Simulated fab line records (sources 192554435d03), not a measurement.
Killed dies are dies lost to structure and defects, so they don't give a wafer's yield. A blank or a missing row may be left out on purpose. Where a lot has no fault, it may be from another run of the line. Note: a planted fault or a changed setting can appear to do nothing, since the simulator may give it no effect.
Matching of chambers ; flow n5 finfet ; N5_BEOL_M15_DESCUM_15 on rie diel-02 has 4 sister chambers
The step chemistry O2, time 7.9 s. 4 wafers are shown with their chamber, then 12 later ones without.

## WAFERS PAIRED WITH THEIR CHAMBERS
wafer;chamber;showerhead plenum p Torr (Torr)
L086.3;3;2.03
L088.1;0;1.98
L088.2;2;2.12
L088.3;1;2.15

## WAFERS WITHOUT THEIR CHAMBER
wafer;showerhead plenum p Torr (Torr)
L087.3;1.98
L087.4;2.02
L087.5;2.02
L090.1;2.12
L090.2;2.15
L090.6;2.02
L094.1;2.14
L094.2;2.12
L094.4;2.15
L096.1;2.02
L096.3;2.11
L096.5;2.02

## WHICH CHAMBER EACH WENT THROUGH
wafer;from the rows above;in truth
L087.3;0;0
L087.4;3;3
L087.5;3;3
L090.1;2;2
L090.2;1;1
L090.6;3;3
L094.1;can't be placed: 1 or 2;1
L094.2;2;2
L094.4;1;1
L096.1;3;3
L096.3;2;2
L096.5;3;3
Correct placement for 11 of the 12. Not placeable from these rows: 1 (in 1, the candidates include the true chamber). Wrongly placed: 0.
How it was worked out, from the rows above alone: a wafer's distance from a chamber is the root of the sum, over the readings, of the square of ((its reading less the chamber's mean) divided by the reading's scatter). The wafer belongs to the nearest chamber; if the next one is less than 2 further off, it can't be placed. The mean given for a chamber averages the wafers shown for that chamber. The scatter: with one shown wafer a chamber, the root of the mean of the squares of how far each hidden wafer lies from its nearest shown one.
